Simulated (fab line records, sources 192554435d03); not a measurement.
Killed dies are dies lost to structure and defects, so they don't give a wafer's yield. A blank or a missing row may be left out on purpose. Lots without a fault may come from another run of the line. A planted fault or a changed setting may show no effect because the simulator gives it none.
Which tool did it? | flow n5_finfet | 9 lots, 27 wafers sampled, at 4 steps of a route of 1938

WHAT THE GAUGES READ, wafer by wafer
N5_BEOL_M4_THK_MEAS_53: measures by xrf.
lot  | measured     | on            | M4_THK (nm)
L467 | day 8 08:38  | film_metro-01 | 34.8 35.8 40.0
L472 | day 9 10:50  | film_metro-01 | 41.2 39.1 42.0
L477 | day 10 14:53 | film_metro-01 | 147.6 136.3 145.1
L478 | day 10 19:35 | film_metro-01 | 152.0 139.1 149.3
L480 | day 11 03:35 | film_metro-01 | 37.4 37.6 38.5
L485 | day 12 15:07 | film_metro-02 | 35.4 35.5 37.4
L484 | day 13 01:58 | film_metro-01 | 35.2 36.5 35.2
L488 | day 13 15:46 | film_metro-01 | 40.1 40.2 38.7
L489 | day 14 01:12 | film_metro-02 | 39.2 40.1 38.9

WHICH TOOL RAN EACH LOT (tool, then ch and the chambers of the sampled wafers, then the start)
lot  | N5_BEOL_M4_SPUTTER_92        | N5_BEOL_M4_SPUTTER_96        | N5_BEOL_M4_CMP_52
L467 | pvd_sputter-02, day 8 07:07  | pvd_sputter-02, day 8 07:33  | cmp-01 ch 0,1, day 8 08:22
L472 | pvd_sputter-03, day 9 09:36  | pvd_sputter-03, day 9 10:02  | cmp-04 ch 0,1,2, day 9 10:32
L477 | pvd_sputter-01, day 10 13:40 | pvd_sputter-01, day 10 14:06 | cmp-04 ch 0,2,3, day 10 14:43
L478 | pvd_sputter-03, day 10 18:21 | pvd_sputter-03, day 10 18:47 | cmp-04 ch 0,3, day 10 19:17
L480 | pvd_sputter-02, day 11 02:04 | pvd_sputter-02, day 11 02:30 | cmp-03 ch 0,1,3, day 11 03:17
L485 | pvd_sputter-03, day 12 13:37 | pvd_sputter-03, day 12 14:03 | cmp-01 ch 1,2, day 12 14:49
L484 | pvd_sputter-03, day 13 00:06 | pvd_sputter-03, day 13 00:32 | cmp-01 ch 1,2, day 13 01:43
L488 | pvd_sputter-01, day 13 14:32 | pvd_sputter-01, day 13 14:59 | cmp-01 ch 0,3, day 13 15:29
L489 | pvd_sputter-01, day 13 23:40 | pvd_sputter-01, day 14 00:07 | cmp-04 ch 0,2,3, day 14 00:55
- N5_BEOL_M4_SPUTTER_92: material Cu, target thk 4.5 nm, time 8.29 s.
- N5_BEOL_M4_SPUTTER_96: material Cu, target thk 4.5 nm, time 8.29 s.
- N5_BEOL_M4_CMP_52: polishes, stops on SiOC, t overpolish 6.8 s, target thk 40 nm.

THE ANSWER, worked out from the rows above alone
Rule: what is usual is taken from the lots themselves. Put in order of their means at a reading, lots are off if they are a third of the lots or fewer, leave a main group of 4 or more, and stand apart from it by a gap of 3 or more times the standard deviation of the main group's means; of several such gaps the widest counts. A main group whose means are all the same, to the digits that the tables above print for the reading, isn't used. A lot without any number at a reading at which 4 lots or more have one is off too. The other lots that the step has rows for count as sound.
Off: L477, L478, at N5_BEOL_M4_THK_MEAS_53 (M4_THK). The main group: mean 38.0 nm, standard deviation 1.8.
A tool fits if, at a process step before that reading, it ran every lot that is off, and no sound lot after the first of them. The gauges at N5_BEOL_M4_THK_MEAS_53 are tried like those tools. None of those tried fits.

WHAT THE SIMULATOR HAD PUT IN
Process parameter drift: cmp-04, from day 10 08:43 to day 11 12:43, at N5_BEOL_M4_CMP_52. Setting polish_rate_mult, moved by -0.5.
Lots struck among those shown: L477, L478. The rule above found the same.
